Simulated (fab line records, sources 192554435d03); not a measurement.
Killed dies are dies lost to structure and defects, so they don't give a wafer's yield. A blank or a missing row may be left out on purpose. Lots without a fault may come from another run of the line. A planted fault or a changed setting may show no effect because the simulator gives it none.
Which tool did it? | flow n5_finfet | 10 lots, 30 wafers sampled, at 1 step of a route of 1938

WHAT THE GAUGES READ, wafer by wafer
N5_BEOL_M7_INSPECT_58: inspects for defects (darkfield).
lot  | measured     | on                | raw_defect_count
L622 | day 9 20:03  | defect_inspect-01 | 93 61 51
L621 | day 9 21:22  | defect_inspect-02 | 106 106 92
L630 | day 12 01:27 | defect_inspect-01 | 51 84 76
L629 | day 12 03:34 | defect_inspect-01 | 55 60 81
L631 | day 12 05:23 | defect_inspect-01 | 146 67 60
L634 | day 13 03:55 | defect_inspect-01 | 56 70 55
L638 | day 14 04:39 | defect_inspect-02 | 49 40 40
L639 | day 14 09:08 | defect_inspect-01 | 66 82 38
L641 | day 14 14:53 | defect_inspect-02 | 64 93 61
L640 | day 14 19:35 | defect_inspect-02 | 94 83 63

WHICH TOOL RAN EACH LOT (tool, then ch and the chambers of the sampled wafers, then the start)
The record holds no process step before these readings.

THE ANSWER, worked out from the rows above alone
Rule: what is usual is taken from the lots themselves. Put in order of their means at a reading, lots are off if they are a third of the lots or fewer, leave a main group of 4 or more, and stand apart from it by a gap of 3 or more times the standard deviation of the main group's means; of several such gaps the widest counts. A main group whose means are all the same, to the digits that the tables above print for the reading, isn't used. A lot without any number at a reading at which 4 lots or more have one is off too. The other lots that the step has rows for count as sound.
No lot is off at any reading shown: from this, nothing can be told.

WHAT THE SIMULATOR HAD PUT IN
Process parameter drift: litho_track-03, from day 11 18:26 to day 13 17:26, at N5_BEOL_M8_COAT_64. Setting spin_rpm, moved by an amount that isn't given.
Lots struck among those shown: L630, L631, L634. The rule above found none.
